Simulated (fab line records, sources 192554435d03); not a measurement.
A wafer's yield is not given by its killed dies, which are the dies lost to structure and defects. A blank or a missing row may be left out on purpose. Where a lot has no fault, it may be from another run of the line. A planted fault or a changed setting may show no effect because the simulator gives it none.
fab line records ; flow n5-finfet
[record] lots = 12; wafers = 34; last-day = 17
route steps=1938 shown SD_EPI_P@312 PASSIVATION@1936
lots that met no fault: from a run of the same line without faults
start-h: start of the lot's first displayed wafer, in hours after the record's first day ; wait-h: hours elapsed since this lot's preceding step ; " unchanged from the row above ; L1.1+2: a single row standing in for several wafers ; - either no value or no given start ; * or withheld: withheld ; < > ~ a bound
route shown NAME@n: NAME is a module with steps in the file, n the number in the route of the first one ; usual: the fault-free wafers' mean and standard deviation ; same: alike in all rows ; chamber/n: place in a boat ; sites: per-site readings ; _std_site: standard deviation across them ; _edge_site: outer sites' mean less inner sites' ; radius-mm: for every site, how far away it sits from the centre of the wafer ; mask NAME#n: copy n ; behind: tool/chamber where the wafer was last shaped ; hold: why the lot was held/for how many hours/how that ended ; device: names the non-switching transistor (n, p or np) ; end of line: tests run on the same wafers once the route is complete ; for a step that has no rows: nothing shown but its recipe ; killed: dies that structure and defects cost at the first sort, which is not the same as the wafer's yield ; map: shows each die of a wafer: x if killed, . if not, _ if none is there
set.NAME: the setting the step ran with; set.NAME@STEP: the setting that earlier step ran with ; model.NAME: the simulator's own value behind a step, which no gauge read
steps of the route over a sample of lots; a table a step, a row a wafer
services: when a tool's chamber went out of use (start-h, in hours from the record's first day, below 0 if earlier), for how many hours, and the reason
[[steps]]
[step N5_SD_EPI_P_ETCH_16]
[recipe] chemistry = CHF3/O2; target = SiO2; target-depth-a = 50; mask-material = SOC; pressure-mtorr = 30; source-w = 650; bias-w = 170; Ar_flow_sccm = 200; CHF3_flow_sccm = 50; O2_flow_sccm = 5; ion-energy-ev = 200
[usual] CHF3_flow_sccm = 50.00/0.15; drypump-motor-current-A = 5.8/0.33; oes_o_777_au = 0.83/0.081; oes-product-au = 0.82/0.079; rf-vpp-V = 523/7.2; showerhead-plenum-p-Torr = 2.43/0.095; throttle-valve-pct = 18.80/0.22
lot.wafer;tool;chamber;start-h;wait-h;CHF3_flow_sccm;drypump-motor-current-A;oes_o_777_au;oes-product-au;rf-hours-counter-h;rf-vpp-V;showerhead-plenum-p-Torr;throttle-valve-pct
L556.2;rie-diel-02;3;54.61;0.1;49.71;5.9;0.91;0.89;31;521;2.57;18.42
L556.4;rie-diel-02;0;54.61;0.1;50.10;5.1;0.80;0.79;122;525;2.54;19.17
L556.5;rie-diel-02;1;54.61;0.1;50.25;5.6;0.99;0.97;-;514;2.56;18.51
L558.1;rie-diel-06;3;67.31;0.1;49.96;5.6;0.79;0.79;130;534;2.50;18.71
L558.2;rie-diel-06;0;67.31;0.1;49.86;5.6;0.76;0.75;164;522;2.31;18.93
L558.3;rie-diel-06;1;67.31;0.1;49.98;6.2;0.95;0.92;16;516;2.37;18.51
L559.2;rie-diel-04;0;74.79;0.1;50.18;5.6;0.69;0.68;237;529;2.36;18.85
L559.3;rie-diel-04;2;74.79;0.1;49.87;5.4;0.86;0.86;60;520;2.34;18.92
L559.6;rie-diel-04;0;74.79;0.1;50.18;5.6;0.69;0.68;-;529;2.36;18.84
L560.2;rie-diel-06;3;78.66;0.1;50.00;5.6;0.77;0.77;133;534;2.50;18.73
L560.3;rie-diel-06;0;78.66;0.1;50.29;5.6;0.76;0.74;168;521;2.30;18.93
L560.5;rie-diel-06;1;78.66;0.1;49.81;6.2;0.94;0.91;-;514;2.37;18.52
L561.1;rie-diel-06;0;84.58;0.1;50.06;5.6;0.75;0.74;170;521;2.30;18.93
L561.4;rie-diel-06;1;84.58;0.1;50.08;6.2;0.94;0.91;21;514;2.37;18.51
L561.6;rie-diel-06;1;84.58;0.1;50.19;6.2;0.93;0.91;-;514;2.37;18.53
L562.2;rie-diel-06;2;89.78;0.1;50.02;6.0;0.88;0.86;54;531;2.54;18.64
L562.3;rie-diel-06;0;89.78;0.1;50.30;5.6;0.75;0.74;171;521;2.30;18.93
L562.6;rie-diel-06;0;89.78;0.1;50.18;5.6;0.75;0.74;-;522;2.30;18.94
L563.2;rie-diel-02;2;98.07;0.1;50.02;6.5;0.84;0.83;55;515;2.33;19.13
L563.3;rie-diel-02;3;98.07;0.1;49.94;5.8;0.89;0.88;47;521;2.57;18.43
L563.4;rie-diel-02;0;98.07;0.1;49.93;5.1;0.79;0.78;130;527;2.54;19.17
L572.3;rie-diel-06;3;150.97;0.1;49.83;5.6;0.76;0.77;152;535;2.49;18.75
L572.4;rie-diel-06;2;150.97;0.1;50.16;6.0;0.84;0.84;71;529;2.54;18.68
L572.6;rie-diel-06;1;150.97;0.1;50.09;6.2;0.90;0.87;-;515;2.36;18.55
L573.1;rie-diel-06;0;157.22;0.1;49.80;5.6;0.74;0.73;191;522;2.30;18.96
L573.3;rie-diel-06;1;157.22;0.1;50.22;6.2;0.90;0.86;44;516;2.36;18.54
L573.5;rie-diel-06;2;157.22;0.1;49.92;6.0;0.84;0.83;-;528;2.54;18.68
L575.3;rie-diel-06;1;169.02;0.1;49.75;6.2;0.89;0.87;47;515;2.36;18.56
L575.4;rie-diel-06;0;169.02;0.1;49.92;5.6;0.73;0.72;194;522;2.29;18.97
L576.1;rie-diel-06;1;176.70;0.1;50.04;6.2;0.89;0.86;50;515;2.35;18.55
L576.5;rie-diel-06;3;176.70;0.1;50.22;5.6;0.76;0.75;-;532;2.49;18.77
L576.6;rie-diel-06;2;176.70;0.1;49.93;6.0;0.84;0.82;-;528;2.53;18.70
L578.1;rie-diel-06;0;185.47;0.1;50.16;5.6;0.73;0.72;199;520;2.29;19.00
L578.5;rie-diel-06;2;185.47;0.1;49.86;6.0;0.84;0.82;-;528;2.53;18.69
[step N5_SD_EPI_P_SD_RECESS_17]
[recipe] chemistry = HBr/Cl2/O2; target-depth-a = 391; bt-time-s = 3; pressure-mtorr = 10; icp-w = 800; bias-w = 112; HBr_flow_sccm = 150; Cl2_flow_sccm = 80; O2_flow_sccm = 12
[usual] drypump-motor-current-A = 5.6/0.39; oes_o_777_au = 1.004/0.023; oes-product-au = 1.002/0.02; throttle-valve-pct = 37.1/0.39
lot.wafer;tool;chamber;start-h;wait-h;drypump-motor-current-A;oes_o_777_au;oes-product-au;rf-hours-counter-h;throttle-valve-pct
L556.2;rie-si-05;1;54.68;0.0;6.4;1.003;1.015;2;37.1
L556.4;rie-si-05;2;54.68;0.0;4.9;1.036;1.044;141;36.9
L556.5;rie-si-05;0;54.68;0.0;5.6;0.995;0.994;-;37.2
L558.1;rie-si-03;3;67.39;0.0;5.6;1.032;1.027;135;36.8
L558.2;rie-si-03;2;67.39;0.0;6.2;0.986;0.988;166;37.5
L558.3;rie-si-03;1;67.39;0.0;5.4;0.959;0.970;0;36.5
L559.2;rie-si-03;1;74.86;0.0;5.4;0.955;0.967;1;36.5
L559.3;rie-si-03;3;74.86;0.0;5.7;1.022;1.023;135;36.8
L559.6;rie-si-03;1;74.86;0.0;5.4;0.952;0.965;-;36.5
L560.2;rie-si-01;0;78.73;0.0;5.3;1.016;1.018;43;36.8
L560.3;rie-si-01;2;78.73;0.0;5.7;1.011;1.005;162;37.7
L560.5;rie-si-01;3;78.73;0.0;5.8;0.987;0.996;-;37.7
L561.1;rie-si-05;2;84.65;0.0;5.0;1.026;1.035;142;36.9
L561.4;rie-si-05;3;84.65;0.0;6.1;1.008;1.010;17;37.1
L561.6;rie-si-05;3;84.65;0.0;6.1;1.016;1.017;-;37.1
L562.2;rie-si-01;2;89.86;0.0;5.7;1.011;0.998;162;37.7
L562.3;rie-si-01;1;89.86;0.0;5.1;0.994;0.982;181;36.8
L562.6;rie-si-01;0;89.86;0.0;5.3;1.009;1.013;-;36.8
L563.2;rie-si-03;0;98.14;0.0;5.5;1.043;1.011;178;37.2
L563.3;rie-si-03;1;98.14;0.0;5.4;0.958;0.965;1;36.5
L563.4;rie-si-03;2;98.14;0.0;6.2;0.983;0.985;166;37.5
L572.3;rie-si-01;1;151.04;0.0;5.1;0.994;0.980;183;36.8
L572.4;rie-si-01;0;151.04;0.0;5.3;1.018;1.024;45;36.8
L572.6;rie-si-01;1;151.04;0.0;5.1;0.992;0.980;-;36.8
L573.1;rie-si-01;2;157.29;0.0;5.7;1.025;1.001;163;37.7
L573.3;rie-si-01;0;157.29;0.0;5.3;1.016;1.018;45;36.8
L573.5;rie-si-01;1;157.29;0.0;5.1;0.987;0.980;-;36.8
L575.3;rie-si-05;3;169.09;0.0;6.2;1.018;1.003;18;37.1
L575.4;rie-si-05;2;169.09;0.0;4.9;1.023;1.025;143;36.9
L576.1;rie-si-03;1;176.77;0.0;5.4;0.960;0.971;2;36.5
L576.5;rie-si-03;3;176.77;0.0;5.6;1.020;1.030;-;36.8
L576.6;rie-si-03;0;176.77;0.0;5.5;1.036;1.022;-;37.2
L578.1;rie-si-01;1;185.54;0.0;5.1;0.988;0.987;183;36.8
L578.5;rie-si-01;3;185.54;0.0;5.8;0.994;0.998;-;37.7
[step N5_SD_EPI_P_HM_STRIP_48]
[recipe] chemistry = H3PO4; temp-c = 160; material = SiNx; target = SiNx; target-depth-a = 30; overetch-fraction = 0.3
[usual] bath-guard-temp-C = 159.9/0.54
lot.wafer;tool;chamber;start-h;wait-h;bath-guard-temp-C
L556.2;wet-bench-05;3;57.59;0.0;160.7
L556.4;wet-bench-05;5;57.59;0.0;159.4
L556.5;wet-bench-05;6;57.59;0.0;159.9
L558.1;wet-bench-01;6;70.28;0.0;160.1
L558.2;wet-bench-01;4;70.28;0.0;159.7
L558.3;wet-bench-01;7;70.28;0.0;160.0
L559.2;wet-bench-02;7;78.61;0.0;160.1
L559.3;wet-bench-02;1;78.61;0.0;159.4
L559.6;wet-bench-02;3;78.61;0.0;159.6
L560.2;wet-bench-05;4;82.49;0.0;159.4
L560.3;wet-bench-05;6;82.49;0.0;160.1
L560.5;wet-bench-05;0;82.49;0.0;160.2
L561.1;wet-bench-02;4;88.39;0.0;160.1
L561.4;wet-bench-02;3;88.39;0.0;159.9
L561.6;wet-bench-02;1;88.39;0.0;159.2
L562.2;wet-bench-01;3;92.80;0.0;159.6
L562.3;wet-bench-01;1;92.80;0.0;159.6
L562.6;wet-bench-01;0;92.80;0.0;160.6
L563.2;wet-bench-05;7;101.03;0.0;159.9
L563.3;wet-bench-05;2;101.03;0.0;159.6
L563.4;wet-bench-05;4;101.03;0.0;159.2
L572.3;wet-bench-05;4;154.81;0.0;158.9
L572.4;wet-bench-05;2;154.81;0.0;159.3
L572.6;wet-bench-05;6;154.81;0.0;159.9
L573.1;wet-bench-01;1;161.03;0.0;159.7
L573.3;wet-bench-01;0;161.03;0.0;160.6
L573.5;wet-bench-01;3;161.03;0.0;159.6
L575.3;wet-bench-02;1;171.99;0.0;159.5
L575.4;wet-bench-02;0;171.99;0.0;159.0
L576.1;wet-bench-02;2;180.53;0.0;160.8
L576.5;wet-bench-02;3;180.53;0.0;159.9
L576.6;wet-bench-02;1;180.53;0.0;159.6
L578.1;wet-bench-02;2;188.44;0.0;160.5
L578.5;wet-bench-02;5;188.44;0.0;160.5
[step N5_SD_EPI_P_INSPECT_26]
[recipe] inspect-instrument = darkfield; mode = post-epi
[usual] raw-defect-count = 176/39
lot.wafer;tool;chamber;start-h;wait-h;raw-defect-count
L556.2;defect-inspect-01;-;57.73;0.0;102
L556.4;defect-inspect-01;-;57.73;0.0;104
L556.5;defect-inspect-01;-;57.73;0.0;150
L558.1;defect-inspect-01;-;70.53;0.0;216
L558.2;defect-inspect-01;-;70.53;0.0;186
L558.3;defect-inspect-01;-;70.53;0.0;181
L559.2;defect-inspect-02;-;78.75;0.0;217
L559.3;defect-inspect-02;-;78.75;0.0;196
L559.6;defect-inspect-02;-;78.75;0.0;128
L560.2;defect-inspect-02;-;82.62;0.0;204
L560.3;defect-inspect-02;-;82.62;0.0;151
L560.5;defect-inspect-02;-;82.62;0.0;148
L561.1;defect-inspect-02;-;88.53;0.0;135
L561.4;defect-inspect-02;-;88.53;0.0;179
L561.6;defect-inspect-02;-;88.53;0.0;200
L562.2;defect-inspect-01;-;92.93;0.0;148
L562.3;defect-inspect-01;-;92.93;0.0;124
L562.6;defect-inspect-01;-;92.93;0.0;113
L563.2;defect-inspect-01;-;101.17;0.0;222
L563.3;defect-inspect-01;-;101.17;0.0;166
L563.4;defect-inspect-01;-;101.17;0.0;165
L572.3;defect-inspect-02;-;154.95;0.0;747
L572.4;defect-inspect-02;-;154.95;0.0;154
L572.6;defect-inspect-02;-;154.95;0.0;193
L573.1;defect-inspect-01;-;161.28;0.0;197
L573.3;defect-inspect-01;-;161.28;0.0;241
L573.5;defect-inspect-01;-;161.28;0.0;151
L575.3;defect-inspect-01;-;172.13;0.0;164
L575.4;defect-inspect-01;-;172.13;0.0;142
L576.1;defect-inspect-01;-;180.67;0.0;145
L576.5;defect-inspect-01;-;180.67;0.0;177
L576.6;defect-inspect-01;-;180.67;0.0;221
L578.1;defect-inspect-01;-;188.57;0.0;182
L578.5;defect-inspect-01;-;188.57;0.0;145
[step N5_PASSIVATION_PROBE_49]
[usual] killed_at_M0_to_M3 = 32/9.7; killed_at_M4_up = 14/5.3; killed-at-contacts = 11/6; killed-at-front-end = 39/14; killed-at-other = 3.3/2.7; killed-dies = 100/17; killed-open = 66/13; killed-short = 32/7.4
[same] gross-dies = 1180; killed-at-back-side = 0
lot.wafer;tool;chamber;start-h;wait-h;killed_at_M0_to_M3;killed_at_M4_up;killed-at-contacts;killed-at-front-end;killed-at-other;killed-dies;killed-open;killed-short
L572.3;prober-02;-;367.95;0.1;26;7;4;148;1;186;41;23
L572.4;prober-02;-;368.00;0.2;27;9;7;41;2;86;49;29
L572.6;prober-02;-;368.10;0.3;28;7;20;26;0;81;59;22
L575.3;prober-02;-;377.55;0.1;26;7;30;46;0;109;79;29
L575.4;prober-02;-;377.60;0.2;24;10;21;67;2;124;80;42
// killed by level:class
L572.3 SD_EPI_P:unspecified=121 BEOL_M3:geometric-particle:open=6 GATE_CUT:geometric-particle:open=5 STI_FIN_REVEAL:geometric-particle:open=5 FIN_SAQP:geometric-particle:short=4 GATE_CUT:geometric-particle:short=4 BEOL_M0_SAQP:geometric-particle:short=4 BEOL_M0_SAQP:geometric-particle:open=3
L572.4 FIN_SAQP:geometric-particle:open=8 FIN_SAQP:geometric-particle:short=8 BEOL_M0_SAQP:geometric-particle:open=8 HKMG_FIN:area-etch=8 GATE_CUT:geometric-particle:short=6 STARTING-WAFER:geometric-particle:open=5 MOL_CONTACT_COAG:geometric-particle:open=5 BEOL_M3:geometric-particle:open=4
L572.6 MOL_CONTACT_COAG:geometric-particle:open=18 BEOL_M2:geometric-particle:open=7 FIN_SAQP:geometric-particle:short=6 STI_FIN_REVEAL:geometric-particle:open=5 BEOL_M0_SAQP:geometric-particle:short=5 FIN_SAQP:geometric-particle:open=4 BEOL_M0:geometric-particle:open=4 BEOL_M1:geometric-particle:open=3
L575.3 MOL_CONTACT_COAG:geometric-particle:open=28 FIN_SAQP:geometric-particle:open=10 FIN_SAQP:geometric-particle:short=9 BEOL_M0_SAQP:geometric-particle:open=8 STI_FIN_REVEAL:geometric-particle:open=7 BEOL_M1:geometric-particle:short=7 STARTING-WAFER:geometric-particle:open=7 BEOL_M0_SAQP:geometric-particle:short=4
L575.4 STI_FIN_REVEAL:geometric-particle:open=18 MOL_CONTACT_COAG:geometric-particle:open=16 FIN_SAQP:geometric-particle:open=15 FIN_SAQP:geometric-particle:short=12 MOL_CONTACT_COAG:geometric-particle:short=5 BEOL_M1:geometric-particle:short=5 BEOL_M2:geometric-particle:open=5 DUMMY_GATE:geometric-particle:open=4
[[services]]
tool;chamber;start-h;hours;kind
rie-diel-04;-;41.41;0.5;repair
rie-diel-04;3;42.13;4.5;repair
rie-diel-04;1;53.27;13.5;repair
rie-si-03;0;63.89;4.9;repair
rie-diel-04;3;67.02;-;clean
rie-diel-04;3;67.02;-;consumable-replace:focus-ring
rie-diel-04;3;67.02;34.7;scheduled-down
rie-diel-04;3;67.02;34.7;vent-cycle
rie-diel-02;1;80.37;7.8;repair
rie-diel-02;0;80.68;14.0;repair
rie-diel-04;2;97.38;9.7;repair
wet-bench-02;-;101.00;2.9;repair
rie-diel-04;0;107.21;-;clean
rie-diel-04;0;107.21;-;consumable-replace:focus-ring
rie-diel-04;0;107.21;27.2;scheduled-down
rie-diel-04;0;107.21;27.2;vent-cycle
rie-diel-02;3;139.39;2.0;repair
rie-diel-04;3;146.43;9.5;repair
rie-si-03;1;150.75;21.8;repair
rie-diel-06;1;181.26;7.0;repair
rie-diel-06;2;187.71;4.6;repair
[[key]]
[first-sign] step = N5_SD_EPI_P_INSPECT_26; reading = raw-defect-count; direction = up; sigmas = 15; usual = 176; struck = 747
[effect] step = N5_PASSIVATION_PROBE_49; reading = killed-at-front-end; direction = up; sigmas = 7.8; usual = 39; struck = 148
[more-kills-born-at] N5_SD_EPI_P_HM_STRIP_48@wet-bench-05 = 121
met-at N5_SD_EPI_P_HM_STRIP_48
struck-lots L572
struck-wafers L572.3
tester-left-out L572
not-acting-at N5_SD_EPI_P_ETCH_16,N5_SD_EPI_P_SD_RECESS_17
onset-between 101.03 154.81
[fault] kind = chamber-particle-source; tool = wet-bench-05; chamber = 4; onset-h = 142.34; steps = N5_SD_EPI_P_HM_STRIP_48; rate-per-visit-cm2 = 0.82622; end-h = 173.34
// tester-left-out: of these lots the tester's yield and bins aren't shown, on N5 and GAA mostly nor the transistor test; their killed dies are dies lost to structure and defects alone, not to doping, threshold or leakage, so they don't give the yield
